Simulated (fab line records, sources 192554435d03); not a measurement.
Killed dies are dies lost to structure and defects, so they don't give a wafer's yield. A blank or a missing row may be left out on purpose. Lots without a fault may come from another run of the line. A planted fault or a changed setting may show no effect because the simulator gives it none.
Chamber matching | flow n5_finfet | N5_BEOL_M4_STRIP_66 on rie_diel-05: 4 sister chambers
The step strips in CF4. 8 wafers are shown with their chamber, then 11 later ones without.

WAFERS WITH THEIR CHAMBER
wafer  | chamber | showerhead_plenum_p_Torr (Torr) | drypump_motor_current_A (A)
L085.1 | 0       | 1.91                            | 5.6
L085.5 | 2       | 1.84                            | 5.8
L087.3 | 2       | 1.84                            | 5.8
L087.4 | 3       | 1.78                            | 5.7
L088.1 | 1       | 1.77                            | 5.4
L088.4 | 3       | 1.78                            | 5.7
L088.5 | 1       | 1.77                            | 5.4
L089.3 | 0       | 1.90                            | 5.5

WAFERS WITHOUT THEIR CHAMBER
wafer  | showerhead_plenum_p_Torr (Torr) | drypump_motor_current_A (A)
L089.5 | 1.90                            | 5.5
L089.6 | 1.77                            | 5.4
L094.1 | 1.78                            | 5.7
L094.2 | 1.90                            | 5.6
L094.4 | 1.84                            | 5.8
L096.3 | 1.84                            | 5.7
L096.5 | 1.78                            | 5.7
L096.6 | 1.90                            | 5.6
L097.1 | 1.90                            | 5.6
L097.4 | 1.84                            | 5.7
L097.5 | 1.77                            | 5.4

WHICH CHAMBER EACH WENT THROUGH
wafer  | from the rows above | in truth
L089.5 | 0                   | 0
L089.6 | 1                   | 1
L094.1 | 3                   | 3
L094.2 | 0                   | 0
L094.4 | 2                   | 2
L096.3 | 2                   | 2
L096.5 | 3                   | 3
L096.6 | 0                   | 0
L097.1 | 0                   | 0
L097.4 | 2                   | 2
L097.5 | 1                   | 1
Placed correctly: 11 of 11. Can't be placed from these rows: 0. Placed wrongly: 0.
How it was worked out, from the rows above alone: a wafer's distance from a chamber is the root of the sum, over the readings, of the square of ((its reading less the chamber's mean) divided by the reading's scatter). The wafer belongs to the nearest chamber; if the next one is less than 2 further off, it can't be placed. A chamber's mean is the mean of its shown wafers. The scatter: the root of (the sum of the squares of (reading less its chamber's mean) over the shown wafers, divided by (wafers less chambers)).
